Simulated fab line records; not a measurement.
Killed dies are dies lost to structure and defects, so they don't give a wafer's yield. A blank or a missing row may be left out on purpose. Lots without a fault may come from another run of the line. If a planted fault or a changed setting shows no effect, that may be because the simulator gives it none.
Split-lot trial | flow n5 finfet | 7 lots, 21 wafers read, on a route of 1938 steps

== THE SPLIT ==
At N5_SD_EPI_P_EPI_21 (deposits SiGe:B, time 355 s), the setting temp c was moved away from the recipe's 550 C on 4 of the 21 wafers read, by -0.6% to +0.7%. For the rest of the wafers, this setting stayed at what the recipe calls for.

Reading taken at the split's own step.

== THE READING ==
SiGe-B_of_SD_EPI_P_EPI_21.thk nm (the simulator's own value, which no gauge read), in nm, at N5_SD_EPI_P_EPI_21 (deposits SiGe:B, time 355 s). The file gives no usual value for it. Here, 17 wafers ran the recipe; their average is 61.0 nm with a standard deviation of 0.57 nm.

wafer  | tool, chamber at the split | temp c as run, C | against the recipe | SiGe-B_of_SD_EPI_P_EPI_21.thk nm, nm | against lot-mates on the recipe
L075.1 | epi rpcvd-02, 0            | 550              | recipe             | 60.2                                 | -
L075.3 | epi rpcvd-02, 0            | 550              | recipe             | 60.8                                 | -
L075.6 | epi rpcvd-02, 0            | 550              | recipe             | 60.8                                 | -
L077.3 | epi rpcvd-02, 0            | 547.2            | -0.5%              | 58                                   | -3.6
L077.4 | epi rpcvd-02, 0            | 547.2            | -0.5%              | 58.4                                 | -3.2
L077.6 | epi rpcvd-02, 0            | 550              | recipe             | 61.6                                 | -
L082.4 | epi rpcvd-02, 0            | 550              | recipe             | 60.8                                 | -
L082.5 | epi rpcvd-02, 0            | 550              | recipe             | 61                                   | -
L082.6 | epi rpcvd-02, 0            | 546.5            | -0.6%              | 55.8                                 | -5.1
L089.2 | epi rpcvd-04, 0            | 550              | recipe             | 61                                   | -
L089.4 | epi rpcvd-04, 0            | 550              | recipe             | 60.6                                 | -
L089.6 | epi rpcvd-04, 0            | 550              | recipe             | 60.8                                 | -
L092.2 | epi rpcvd-04, 0            | 550              | recipe             | 61                                   | -
L092.3 | epi rpcvd-04, 0            | 550              | recipe             | 61                                   | -
L092.4 | epi rpcvd-04, 0            | 550              | recipe             | 60.4                                 | -
L096.2 | epi rpcvd-02, 0            | 554              | +0.7%              | 66.8                                 | +6.5
L096.5 | epi rpcvd-02, 0            | 550              | recipe             | 60.6                                 | -
L096.6 | epi rpcvd-02, 0            | 550              | recipe             | 60                                   | -
L097.2 | epi rpcvd-03, 0            | 550              | recipe             | 62                                   | -
L097.3 | epi rpcvd-03, 0            | 550              | recipe             | 61.6                                 | -
L097.6 | epi rpcvd-03, 0            | 550              | recipe             | 62.2                                 | -

THE FIT
A straight line over all 21 wafers: SiGe-B_of_SD_EPI_P_EPI_21.thk nm changes by +7.18 nm for each +1% of temp c; r = +0.95; the points scatter about the line by 0.64 nm.
The same after taking each lot's own level away (the mean of its wafers on the recipe; 21 wafers): +7.93 nm for each +1%; r = +0.99; scatter 0.34 nm.
According to that fit, moving temp c by its largest amount changes the reading by 5.8 nm.
The span of the lots' own levels, 60.30 to 61.93 nm, comes to 2.8 times the standard deviation stated above.
The two slopes agree, so the slope changes little with the lot-to-lot level.
Check: with one of the wafers moved furthest among these (+0.7%) left out of the fit, the line predicts +5.3 nm for it against its lot-mates. Against them it came out at +6.5 nm.

== THE OTHER SPLITS THESE WAFERS WENT THROUGH ==
These wafers also went through other splits before the reading. Each is held against what the fit with the lots' levels taken away leaves over:
other split on the same wafers             | wafers away from the commonest value | r with SiGe-B_of_SD_EPI_P_EPI_21.thk nm (lot level and that fit taken away)
N5_WELL_APT_COAT_02 spin rpm               | 7                                    | +0.09
N5_WELL_APT_PEB_06 peb time s              | 7                                    | -0.27
N5_FIN_SAQP_PECVD_06 time s                | 10                                   | -0.07
N5_FIN_SAQP_EXPOSE_13 dose mj              | 6                                    | +0.33
N5_FIN_SAQP_MANDREL_ETCH_22 over etch frac | 9                                    | +0.06
N5_FIN_SAQP_SPACER1_ALD_24 temp c          | 8                                    | -0.05
N5_DUMMY_GATE_COAT_34 spin rpm             | 6                                    | -0.40
N5_SD_EPI_N_EPI_21 temp c                  | 7                                    | -0.10

== THE FILE'S OWN FIT ==
SiGe-B_of_SD_EPI_P_EPI_21.thk nm changes by +8.13 nm for each +1% of temp c, r = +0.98.
